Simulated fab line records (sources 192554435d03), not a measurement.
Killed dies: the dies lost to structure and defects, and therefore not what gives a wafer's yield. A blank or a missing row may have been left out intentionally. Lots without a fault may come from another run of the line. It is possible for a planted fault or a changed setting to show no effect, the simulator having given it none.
Chamber matching -- flow n5 finfet -- ald sin-03 running N5_BEOL_M0_SAQP_SPACER2_ALD_26: 4 sister chambers
The step deposits SiO2, target thk 15 nm, pulse time 1 s, purge time 2 s. 4 wafers are shown with their chamber, then 8 later ones without.

== WAFERS, EACH WITH ITS CHAMBER ==
wafer,chamber,heater power w (W)
L082.2,1,478
L082.5,0,410
L087.6,2,446
L089.2,3,427

== WAFERS WITH NO CHAMBER GIVEN ==
wafer,heater power w (W)
L089.3,465
L089.5,462
L094.1,478
L094.2,399
L094.3,445
L095.4,440
L095.5,451
L095.6,473

== THE CHAMBER EACH PASSED THROUGH ==
wafer,from the rows above,in truth
L089.3,can't be placed: 1 or 2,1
L089.5,can't be placed: 1 or 2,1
L094.1,1,1
L094.2,can't be placed: 0 or 3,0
L094.3,can't be placed: 2 or 3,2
L095.4,can't be placed: 2 or 3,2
L095.5,2,2
L095.6,1,1
3 of 8 placed correctly. Not placeable from these rows: 5 (in 5, the candidates include the true chamber). Wrongly placed: 0.
How it was worked out, from the rows above alone: a wafer's distance from a chamber is the root of the sum, over the readings, of the square of ((its reading less the chamber's mean) divided by the reading's scatter). If the next closest chamber is less than 2 further off than the closest, the wafer can't be placed; otherwise it belongs to the closest. Each chamber's mean is taken over the wafers shown for it. The scatter: with one shown wafer a chamber, the root of the mean of the squares of how far each hidden wafer lies from its nearest shown one.
